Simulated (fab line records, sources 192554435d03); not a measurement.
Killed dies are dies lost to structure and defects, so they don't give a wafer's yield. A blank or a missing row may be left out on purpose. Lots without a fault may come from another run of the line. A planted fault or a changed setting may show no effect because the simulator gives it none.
Split-lot experiment | flow n5_finfet | 7 lots, 21 wafers read, on a route of 1938 steps

THE SPLIT
At N5_PMOS_HMC_CHANNEL_EPI_PEB_07 (peb time 60 s), the setting peb_temp_c was moved away from the recipe's 110 C on 6 of the 21 wafers read, by -3.1% to -1.4%. The other wafers ran this setting at the recipe's value.

FROM THE SPLIT TO THE READING: what the file shows between them, 1 step
- N5_PMOS_HMC_CHANNEL_EPI_DEVELOP_08: develop time 30 s (also split here: develop_time_s)

THE READING
cd_nm, in nm, at N5_PMOS_HMC_CHANNEL_EPI_CD_MEAS_09 (target cd 237.4 nm). Fault-free wafers of this fab line usually give 238.2 nm, standard deviation 1.3 nm.

wafer  | tool, chamber at the split | peb_temp_c as run, C | against the recipe | cd_nm, nm | against lot-mates on the recipe
L079.2 | litho_track-04, 0          | 110                  | recipe             | 234.2     | -
L079.4 | litho_track-04, 0          | 108.5                | -1.4%              | 229.5     | -5.6
L079.5 | litho_track-04, 0          | 110                  | recipe             | 235.9     | -
L083.1 | litho_track-04, 0          | 110                  | recipe             | 236.8     | -
L083.3 | litho_track-04, 0          | 110                  | recipe             | 237.6     | -
L083.5 | litho_track-04, 0          | 110                  | recipe             | 237.4     | -
L084.4 | litho_track-05, 0          | 110                  | recipe             | 238.6     | -
L084.5 | litho_track-05, 0          | 110                  | recipe             | 239.2     | -
L084.6 | litho_track-05, 0          | 110                  | recipe             | 239.7     | -
L088.4 | litho_track-04, 0          | 110                  | recipe             | 238.1     | -
L088.5 | litho_track-04, 0          | 110                  | recipe             | 239.3     | -
L088.6 | litho_track-04, 0          | 107.3                | -2.5%              | 227.2     | -11.5
L093.2 | litho_track-02, 0          | 107.8                | -2.0%              | 231.5     | -7.0
L093.5 | litho_track-02, 0          | 110                  | recipe             | 238.5     | -
L093.6 | litho_track-02, 0          | 107.8                | -2.0%              | 232.6     | -5.9
L095.2 | litho_track-04, 0          | 110                  | recipe             | 238.6     | -
L095.4 | litho_track-04, 0          | 110                  | recipe             | 237.3     | -
L095.6 | litho_track-04, 0          | 110                  | recipe             | 236.6     | -
L097.1 | litho_track-02, 0          | 106.6                | -3.1%              | 227.3     | -10.8
L097.4 | litho_track-02, 0          | 110                  | recipe             | 238.1     | -
L097.6 | litho_track-02, 0          | 106.6                | -3.1%              | 228.3     | -9.8

THE FIT
A straight line over all 21 wafers: cd_nm changes by +3.42 nm for each +1% of peb_temp_c; r = +0.92; the points scatter about the line by 1.6 nm.
The same after taking each lot's own level away (the mean of its wafers on the recipe; 21 wafers): +3.57 nm for each +1%; r = +0.98; scatter 0.92 nm.
On that fit, the largest move of peb_temp_c shifts the reading by 11 nm.
The lots' own levels span 235.05 to 239.17 nm, that is 3.2 times the standard deviation above.
So the lot-to-lot level changes the slope little: the two slopes agree.
Check: with one of the wafers moved furthest among these (-3.1%) left out of the fit, the line predicts -11.2 nm for it against its lot-mates. It came out at -10.8 nm against them.

OTHER SPLITS ON THESE WAFERS
These wafers also went through other splits before the reading. Each is held against what the fit with the lots' levels taken away leaves over:
other split on the same wafers                    | wafers away from the commonest value | r with cd_nm (lot level and that fit taken away)
N5_WELL_APT_COAT_02 spin_rpm                      | 5                                    | -0.25
N5_PMOS_HMC_CHANNEL_EPI_DEVELOP_08 develop_time_s | 5                                    | +0.55

THE WHOLE CHAIN: every reading that the file lists as answering this split, in the file's order
step                               | what it does                                                           | reading                                                                     | change (the file's fit)              | r (the file's)
N5_PMOS_HMC_CHANNEL_EPI_CD_MEAS_09 | target cd 237.4 nm                                                     | cd_nm                                                                       | +3.75 nm for each +1% of the setting | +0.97
N5_PMOS_HMC_CHANNEL_EPI_DESCUM_14  | chemistry O2, time 7.9 s                                               | PMOS_HMC_CHANNEL_EPI.cd_nm (the simulator's own value, which no gauge read) | +3.78 nm for each +1% of the setting | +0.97
N5_PMOS_HMC_CHANNEL_EPI_ETCH_32    | etches BARC in N2/H2, stops on SiO2, target depth 85.8 nm, time 50.3 s | PMOS_HMC_CHANNEL_EPI.cd_nm (the simulator's own value, which no gauge read) | +3.86 nm for each +1% of the setting | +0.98

THE FILE'S OWN FIT
cd_nm changes by +3.75 nm for each +1% of peb_temp_c, r = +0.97.
